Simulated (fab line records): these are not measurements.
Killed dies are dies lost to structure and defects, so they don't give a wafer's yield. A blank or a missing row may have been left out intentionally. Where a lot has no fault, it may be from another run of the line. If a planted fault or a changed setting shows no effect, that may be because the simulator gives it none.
Chamber matching -- flow nand_harc -- NHARC_P_GATE_DESCUM_13 on rie_diel-10: 4 sister chambers
The step chemistry O2, time 3 s. 4 wafers are shown with their chamber, then 7 later ones without.

## WAFERS PAIRED WITH THEIR CHAMBERS
wafer,chamber,drypump_motor_current_A (A)
L749.1,2,6.0
L749.6,3,6.0
L753.3,0,5.9
L753.4,1,6.5

## WAFERS WITHOUT THEIR CHAMBER
wafer,drypump_motor_current_A (A)
L753.5,6.5
L756.1,6.1
L756.4,6.0
L756.6,6.0
L765.1,6.5
L765.2,6.1
L765.3,6.0

## EACH ONE'S CHAMBER
wafer,from the rows above,in truth
L753.5,1,1
L756.1,can't be placed: 2 or 3 or 0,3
L756.4,can't be placed: 2 or 3 or 0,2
L756.6,can't be placed: 2 or 3 or 0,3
L765.1,1,1
L765.2,can't be placed: 2 or 3 or 0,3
L765.3,can't be placed: 2 or 3 or 0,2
Correctly placed: 2 of 7. Unplaceable from these rows: 5, with the true chamber sitting among the candidates in 5. Wrongly placed: 0.
How it was worked out, from the rows above alone: a wafer's distance from a chamber is the root of the sum, over the readings, of the square of ((its reading less the chamber's mean) divided by the reading's scatter). If the next closest chamber is less than 2 further off than the closest, the wafer can't be placed; otherwise it belongs to the closest. For every chamber, the mean is computed from those of its wafers that are shown. The scatter: with one shown wafer a chamber, the root of the mean of the squares of how far each hidden wafer lies from its nearest shown one.
